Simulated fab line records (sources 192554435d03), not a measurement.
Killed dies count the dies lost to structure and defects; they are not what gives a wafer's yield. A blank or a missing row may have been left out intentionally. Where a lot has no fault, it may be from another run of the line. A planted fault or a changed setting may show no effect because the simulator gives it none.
Code-filled problem report in 8D (eight disciplines) form -- flow n5_finfet -- the parts of the form that need people (team, actions taken, sign-off) are left out
Where a reading is given only as a bound, like >300, the bound stands for it, and a mean or a difference that rests on one is marked > or <: the true number lies beyond.

1. WHAT IS WRONG
raw_defect_count at N5_SD_EPI_N_INSPECT_26 reads a mean of 820 on 6 wafers of 2 lots; wafers without a fault read 220 with a standard deviation of 46. Measured from the usual mean, that is +13 standard deviations.
The step: inspects for defects (darkfield).
Earliest sighting: wafer L511.3 on defect_inspect-01 at day 6 01:59. The record holds 24 wafers of 8 lots with a number at this step. Rule for "out" (also "out of limits"): further than 4 standard deviations from the usual mean. The rest of the wafers with a number are treated as sound.

2. WHAT IT IS; WHAT IT IS NOT
question,is,is not
which readings at this step,raw_defect_count,-
which lots,"L511, L513","L503, L506, L512, L520, L522, L523"
which wafers of those lots,all that have a number,-
read on which gauges,defect_inspect-01,defect_inspect-02
when,from day 6 01:59,"up to then (6 sound wafers); but 12 sound wafers of L512, L520, L522, L523 came after"

3. THE SUSPECTS, EACH WITH WHAT RULES IT OUT
Counting: a tool at a process step up to the reading stays a suspect if it ran every lot that is out and no sound lot after the first of them.
- the gauge at N5_SD_EPI_N_INSPECT_26: kept. All the wafers that are out were read on defect_inspect-01, and no step on other tools shows them out.
- wet_bench-02 at N5_SD_EPI_N_PRECLEAN_24 (cleans in O3/DIW, time 60 s): kept. All lots that are out passed through it, beginning with L511 at day 6 01:29, and no sound lot followed; its final sound lot before that point was L506 at day 4 19:47.
Left after counting: wet_bench-02 at N5_SD_EPI_N_PRECLEAN_24, defect_inspect-01 at N5_SD_EPI_N_INSPECT_26.

4. THE CAUSE (what the simulator had put in)
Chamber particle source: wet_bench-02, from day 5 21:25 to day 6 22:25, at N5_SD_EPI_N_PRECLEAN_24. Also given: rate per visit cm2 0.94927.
Counting left 2 suspects, and this tool is among them.

5. THE CHAIN OF EFFECTS, in route order
One row per reading whose mean, taken over the struck wafers that have a number, lies over 3 standard deviations from the usual. Scope: only readings with a usual standard deviation given in the record; hours: median across lots of the time from each lot's start at the first step in this table that gives one to its start at this step; sigmas: change in usual standard deviations.
hours,step,reading,usual,on struck wafers,change,sigmas
0,N5_SD_EPI_N_INSPECT_26,raw_defect_count,220,820,+600,+13
0,N5_SD_EPI_P_INSPECT_11,raw_defect_count,1.8,>300,>+298,+99 or more
4,N5_SD_EPI_P_INSPECT_26,raw_defect_count,185,804,+619,+15
237,N5_PASSIVATION_PROBE_49,defect_limited_yield,91.1 %,84.0,-7.1,-4.8
237,N5_PASSIVATION_PROBE_49,killed_at_front_end,41,126,+86,+6.1
237,N5_PASSIVATION_PROBE_49,killed_dies,105,189,+84,+5.0
237,N5_PASSIVATION_PROBE_49,sort_bin_5_function,5.1 %,9.9,+4.8,+4.9
237,N5_PASSIVATION_PROBE_49,sort_n_pass,1075,991,-84,-5.0
237,N5_PASSIVATION_PROBE_49,sort_yield_pct,91.1 %,84.0,-7.1,-4.8
It contains these process steps:
- N5_PASSIVATION_PROBE_49
Later measuring or inspecting steps at which every struck wafer that the step has a row for has a number for every such reading, and none has moved that far: N5_BEOL_M4_RC_MEAS_101.

6. WHAT WOULD HAVE CAUGHT IT SOONER
The first out-of-limits reading at a measuring or inspecting step in this record came at day 6 01:59, 5 hours after the fault's start at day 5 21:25.
L513, from the lots that are out (2), started N5_SD_EPI_N_PRECLEAN_24 on wet_bench-02 later than day 6 01:59. Holding the tool at that time would have saved it.
